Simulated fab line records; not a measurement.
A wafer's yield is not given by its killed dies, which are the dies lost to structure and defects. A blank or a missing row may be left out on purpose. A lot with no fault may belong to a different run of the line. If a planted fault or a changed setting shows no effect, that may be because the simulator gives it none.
The tool behind it: which one? :: flow n5-finfet :: 33 wafers from 11 lots sampled at 3 of the route's 1938 steps

WHAT THE GAUGES READ, wafer by wafer
N5_PASSIVATION_CD_MEAS_30: the cd target is 4000 nm.
lot: L075
measured: day 12 18:13
on: cd-sem-02
cd-nm (nm): 4002.7 4001.6 4002.1

lot: L076
measured: day 13 05:52
on: cd-sem-02
cd-nm (nm): 4000.9 4002.9 4002.4

lot: L079
measured: day 13 15:29
on: cd-sem-03
cd-nm (nm): 4000.4 4000.1 3999.7

lot: L081
measured: day 14 02:44
on: cd-sem-03
cd-nm (nm): 4000.3 4000.3 4000.0

lot: L085
measured: day 14 22:26
on: cd-sem-03
cd-nm (nm): 3997.5 3997.0 3998.8

lot: L087
measured: day 15 04:46
on: cd-sem-02
cd-nm (nm): 3999.0 4000.2 3999.5

lot: L091
measured: day 16 23:12
on: cd-sem-03
cd-nm (nm): 3999.1 4000.4 3998.7

lot: L090
measured: day 17 06:32
on: cd-sem-02
cd-nm (nm): 4000.9 3998.1 3999.4

lot: L092
measured: day 17 10:42
on: cd-sem-03
cd-nm (nm): 3999.1 3999.9 4000.4

lot: L094
measured: day 17 16:36
on: cd-sem-02
cd-nm (nm): 3996.3 3997.9 3998.0

lot: L096
measured: day 18 04:23
on: cd-sem-02
cd-nm (nm): 4001.4 4002.9 4002.4

WHICH TOOL RAN EACH LOT (tool, then ch and the chambers of the sampled wafers, then the start)
lot: L075
N5_MIM_BOT_ETCH_ETCH_03: rie-metal-01 ch 0,1, day 12 12:20
N5_PASSIVATION_DEGAS_18: pvd-sputter-03, day 12 17:34

lot: L076
N5_MIM_BOT_ETCH_ETCH_03: rie-metal-03 ch 0,1, day 13 02:17
N5_PASSIVATION_DEGAS_18: pvd-sputter-01, day 13 05:05

lot: L079
N5_MIM_BOT_ETCH_ETCH_03: rie-metal-03 ch 0,1, day 13 10:56
N5_PASSIVATION_DEGAS_18: pvd-sputter-03, day 13 14:50

lot: L081
N5_MIM_BOT_ETCH_ETCH_03: rie-metal-02 ch 0,1, day 13 23:22
N5_PASSIVATION_DEGAS_18: pvd-sputter-01, day 14 01:58

lot: L085
N5_MIM_BOT_ETCH_ETCH_03: rie-metal-02 ch 0,1, day 14 18:53
N5_PASSIVATION_DEGAS_18: pvd-sputter-02, day 14 21:47

lot: L087
N5_MIM_BOT_ETCH_ETCH_03: rie-metal-01 ch 0,1, day 15 00:01
N5_PASSIVATION_DEGAS_18: pvd-sputter-02, day 15 03:59

lot: L091
N5_MIM_BOT_ETCH_ETCH_03: rie-metal-02 ch 0,1, day 16 16:54
N5_PASSIVATION_DEGAS_18: pvd-sputter-01, day 16 22:33

lot: L090
N5_MIM_BOT_ETCH_ETCH_03: rie-metal-01 ch 0, day 17 01:23
N5_PASSIVATION_DEGAS_18: pvd-sputter-01, day 17 05:53

lot: L092
N5_MIM_BOT_ETCH_ETCH_03: rie-metal-03 ch 0,1, day 17 07:02
N5_PASSIVATION_DEGAS_18: pvd-sputter-03, day 17 09:56

lot: L094
N5_MIM_BOT_ETCH_ETCH_03: rie-metal-03 ch 0,1, day 17 11:58
N5_PASSIVATION_DEGAS_18: pvd-sputter-01, day 17 15:57

lot: L096
N5_MIM_BOT_ETCH_ETCH_03: rie-metal-03 ch 0,1, day 18 00:23
N5_PASSIVATION_DEGAS_18: pvd-sputter-03, day 18 03:37
- N5_MIM_BOT_ETCH_ETCH_03: etches the open film in Cl2/BCl3, target depth 12 nm.
- N5_PASSIVATION_DEGAS_18: time 60 s.

THE ANSWER, worked out from the rows above alone
Rule: the usual values come from the lots themselves. The widest of any qualifying gaps counts: lots, ordered by their means at a reading, are off when they make up no more than a third of the lots, leave a main group of 4 or more, and stand apart from it by 3 or more times the standard deviation of that group's means. The tables above print the reading to a certain number of digits; a main group whose means all agree to those digits is not used. A lot without any number at a reading at which 4 lots or more have one is off too. The other lots that the step has rows for count as sound.
No lot is off on any of the readings shown, so nothing can be concluded from this.

WHAT WAS PUT IN BY THE SIMULATOR
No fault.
